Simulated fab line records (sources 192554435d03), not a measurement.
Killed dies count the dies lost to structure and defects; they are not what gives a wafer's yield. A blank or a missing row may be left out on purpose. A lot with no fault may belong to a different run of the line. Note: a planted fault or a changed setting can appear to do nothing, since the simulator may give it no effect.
The same fault as seen by 2 desks :: flow n5_finfet :: what lay behind the numbers comes last; until then each desk has only its own

== AT THE METROLOGY DESK ==
What the gauges read, lot by lot, whatever tool the lot ran on: means of the sampled wafers that have a number. If a lot's mean is further than 4 standard deviations from the usual mean, the lot is out of limits and carries the mark OUT (the distance appears in the brackets). Only the readings that lie furthest out on some lot appear, 7 of the 10 it has.
Columns: A = IOFF_P at N5_BEOL_M4_RC_MEAS_101, usual 0.22 nA/um; B = ION_N at N5_BEOL_M4_RC_MEAS_101, usual 673 uA/um; C = ION_P at N5_BEOL_M4_RC_MEAS_101, usual 462 uA/um; D = SS_N at N5_BEOL_M4_RC_MEAS_101, usual 71.7 mV/dec; E = SS_P at N5_BEOL_M4_RC_MEAS_101, usual 73.4 mV/dec; F = VT_N at N5_BEOL_M4_RC_MEAS_101, usual 250 mV; G = VT_P at N5_BEOL_M4_RC_MEAS_101, usual -250 mV
lot: L393
first seen here: day 9 04:18
A: 0.18
B: 664
C: 453
D: 72.2
E: 73.4
F: 254
G: -253

lot: L396
first seen here: day 9 12:52
A: 0.20
B: 661
C: 453
D: 71.1
E: 73.5
F: 252
G: -253

lot: L397
first seen here: day 10 17:23
A: 0.20
B: 667
C: 456
D: 71.7
E: 73.2
F: 251
G: -251

lot: L399
first seen here: day 10 17:37
A: 0.19
B: 665
C: 456
D: 71.3
E: 73.0
F: 250
G: -253
Finding of this desk: none of the 4 lots has anything out of limits.

== FOR THE TOOL OWNER'S DESK: litho_track-03 ==
The tool's own readings at N5_GATE_CUT_COAT_07 (resist thk 30 nm): means of the sampled wafers that have a number, for each lot that ran on this tool. If a lot's mean is further than 4 standard deviations from the usual mean, the lot is out of limits and carries the mark OUT (the distance appears in the brackets).
Columns: A = resist_line_temp_C at N5_GATE_CUT_COAT_07, usual 23.01 C; B = spin_speed_rpm at N5_GATE_CUT_COAT_07, usual 1499.9 rpm
lot: L393
first seen here: day 4 23:50
A: 22.99
B: 1499.8

lot: L396
first seen here: day 5 17:01
A: 22.99
B: 1737.5 (+99 or more) OUT

lot: L397
first seen here: day 6 04:38
A: 22.94
B: 1738.2 (+99 or more) OUT
This desk finds L396, L397 out of limits, L396 being first, at day 5 17:01 (spin_speed_rpm at N5_GATE_CUT_COAT_07). L393 stayed within limits.

== BROUGHT TOGETHER ==
The tool owner's desk had the chance to raise an alarm at day 5 17:01 on L396, L397.
The metrology desk saw nothing out of limits.
The metrology desk has L396, L397 on record, within its limits.
The lots listed all ran N5_GATE_CUT_COAT_07 on litho_track-03.

== WHAT HAD BEEN PUT IN BY THE SIMULATOR ==
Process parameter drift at N5_GATE_CUT_COAT_07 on litho_track-03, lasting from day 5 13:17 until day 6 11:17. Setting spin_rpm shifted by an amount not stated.
Shown lots that were struck: L396, L397.
Each desk's first reading out of limits, in hours after the fault started: the tool owner's desk, 4.
